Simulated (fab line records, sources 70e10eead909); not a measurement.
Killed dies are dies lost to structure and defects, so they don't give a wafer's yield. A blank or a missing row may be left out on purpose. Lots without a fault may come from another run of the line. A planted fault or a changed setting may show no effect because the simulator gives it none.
One fault seen from 2 desks | flow nand_harc | each desk has only its own numbers; what lay behind them comes last

THE DEFECT DESK
What the inspections along the route counted, lot by lot: means of the sampled wafers that have a number. A lot is out of limits, marked OUT, if its mean lies more than 4 standard deviations from the usual mean; the brackets give that distance.
Columns: A = raw_defect_count at NHARC_A_ZERO_WELL_INSPECT_17, usual 13
lot  | first seen here | A
L240 | day 6 23:32     | 9
L243 | day 7 08:10     | 9
L242 | day 7 09:03     | 16
L244 | day 7 14:23     | 7
L245 | day 7 14:58     | 20
L247 | day 8 04:44     | 12
L248 | day 8 22:07     | 10
L249 | day 8 22:24     | 10
L250 | day 9 03:22     | 11
L251 | day 9 03:49     | 12
L254 | day 9 20:22     | 20
L257 | day 10 23:08    | 18
L262 | day 12 02:23    | 12
L263 | day 12 02:56    | 7
This desk's finding: nothing out of limits on any of the 14 lots.

THE METROLOGY DESK
What the gauges read, lot by lot, whatever tool the lot ran on: means of the sampled wafers that have a number. A lot is out of limits, marked OUT, if its mean lies more than 4 standard deviations from the usual mean; the brackets give that distance.
Columns: A = thk_nm at NHARC_A_SOURCE_PLATE_THK_MEAS_06, usual 199.1 nm; B = thk_nm at NHARC_A_ONON_D1_THK_MEAS_27, usual 996 nm; C = cd_nm at NHARC_A_CHANNEL_HOLE_D1_CD_MEAS_10, usual 99.9 nm
lot  | first seen here | A     | B              | C
L240 | day 7 20:18     | 196.5 | 993            | 99.2
L243 | day 8 05:37     | 200.0 | 990            | 100.0
L242 | day 8 05:38     | 198.1 | 1011           | 99.1
L244 | day 8 12:57     | 200.2 | 991            | 100.2
L245 | day 8 12:57     | 197.2 | 986            | 100.0
L247 | day 9 01:49     | 198.6 | 1004           | 99.9
L248 | day 9 18:38     | 198.4 | 993            | 99.7
L249 | day 9 18:38     | 199.2 | 984            | 100.2
L250 | day 9 23:45     | 199.7 | 986            | 98.5
L251 | day 9 23:45     | 199.4 | 998            | 99.9
L254 | day 10 17:47    | 198.2 | 1251 (+28) OUT | 99.6
L257 | day 11 17:50    | 199.9 | 1268 (+30) OUT | 100.3
L263 | day 12 22:11    | 199.9 | 1002           | 100.6
L262 | day 12 22:11    | 196.6 | 1001           | 100.6
This desk's finding: out of limits on L254, L257; first on L254, day 11 05:27 (thk_nm at NHARC_A_ONON_D1_THK_MEAS_27). In limits: L240, L243, L242, L244, L245, L247, L248, L249, L250, L251, L263, L262.

PUT TOGETHER
The metrology desk could have raised an alarm at day 11 05:27, on L254, L257.
The defect desk saw nothing out of limits.
The defect desk has L254, L257 on record, within its limits.
Of the lots named, all ran NHARC_A_ONON_D1_DEP_25 on pecvd_onon-01.

WHAT THE SIMULATOR HAD PUT IN
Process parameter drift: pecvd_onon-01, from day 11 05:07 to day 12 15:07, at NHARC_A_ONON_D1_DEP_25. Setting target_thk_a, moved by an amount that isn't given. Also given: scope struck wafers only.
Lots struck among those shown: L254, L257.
Hours from the fault's start to each desk's first reading out of limits: the metrology desk, 0.
